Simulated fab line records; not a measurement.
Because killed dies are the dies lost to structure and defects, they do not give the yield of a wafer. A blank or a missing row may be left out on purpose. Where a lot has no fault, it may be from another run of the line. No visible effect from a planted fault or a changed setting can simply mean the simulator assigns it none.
Matching of chambers || flow nand_harc || NHARC_P_M1_PRE_CLEAN_32 on pecvd-03: 3 sister chambers
The step time 12 s. 3 wafers are shown with their chamber, then 12 later ones without.

WAFERS, EACH WITH ITS CHAMBER
{"wafer": "L088.4", "chamber": 1, "heater_power_w (W)": 630}
{"wafer": "L088.5", "chamber": 2, "heater_power_w (W)": 541}
{"wafer": "L088.6", "chamber": 0, "heater_power_w (W)": 648}

WAFERS WITH NO CHAMBER GIVEN
{"wafer": "L087.1", "heater_power_w (W)": 637}
{"wafer": "L087.5", "heater_power_w (W)": 639}
{"wafer": "L087.6", "heater_power_w (W)": 638}
{"wafer": "L089.1", "heater_power_w (W)": 687}
{"wafer": "L089.3", "heater_power_w (W)": 607}
{"wafer": "L089.4", "heater_power_w (W)": 591}
{"wafer": "L090.2", "heater_power_w (W)": 663}
{"wafer": "L090.3", "heater_power_w (W)": 705}
{"wafer": "L090.6", "heater_power_w (W)": 669}
{"wafer": "L096.1", "heater_power_w (W)": 564}
{"wafer": "L096.3", "heater_power_w (W)": 676}
{"wafer": "L096.4", "heater_power_w (W)": 652}

EACH ONE'S CHAMBER
{"wafer": "L087.1", "from the rows above": "can't be placed: 1 or 0", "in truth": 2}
{"wafer": "L087.5", "from the rows above": "can't be placed: 0 or 1", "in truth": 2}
{"wafer": "L087.6", "from the rows above": "can't be placed: 1 or 0", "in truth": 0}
{"wafer": "L089.1", "from the rows above": "can't be placed: 0 or 1", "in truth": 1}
{"wafer": "L089.3", "from the rows above": "can't be placed: 1 or 0 or 2", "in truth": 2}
{"wafer": "L089.4", "from the rows above": "can't be placed: 1 or 2 or 0", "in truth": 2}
{"wafer": "L090.2", "from the rows above": "can't be placed: 0 or 1", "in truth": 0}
{"wafer": "L090.3", "from the rows above": "can't be placed: 0 or 1", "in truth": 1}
{"wafer": "L090.6", "from the rows above": "can't be placed: 0 or 1", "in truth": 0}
{"wafer": "L096.1", "from the rows above": "can't be placed: 2 or 1", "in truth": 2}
{"wafer": "L096.3", "from the rows above": "can't be placed: 0 or 1", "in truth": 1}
{"wafer": "L096.4", "from the rows above": "can't be placed: 0 or 1", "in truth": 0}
Placed correctly: 0 of 12. Not placeable from these rows: 12 (in 10, the candidates include the true chamber). Number placed wrongly: 0.
How it was worked out, from the rows above alone: a wafer's distance from a chamber is the root of the sum, over the readings, of the square of ((its reading less the chamber's mean) divided by the reading's scatter). If the next closest chamber is less than 2 further off than the closest, the wafer can't be placed; otherwise it belongs to the closest. The mean given for a chamber averages the wafers shown for that chamber. The scatter (one wafer shown for each chamber): square how far every hidden wafer sits from the nearest shown wafer, average those squares and take the square root.
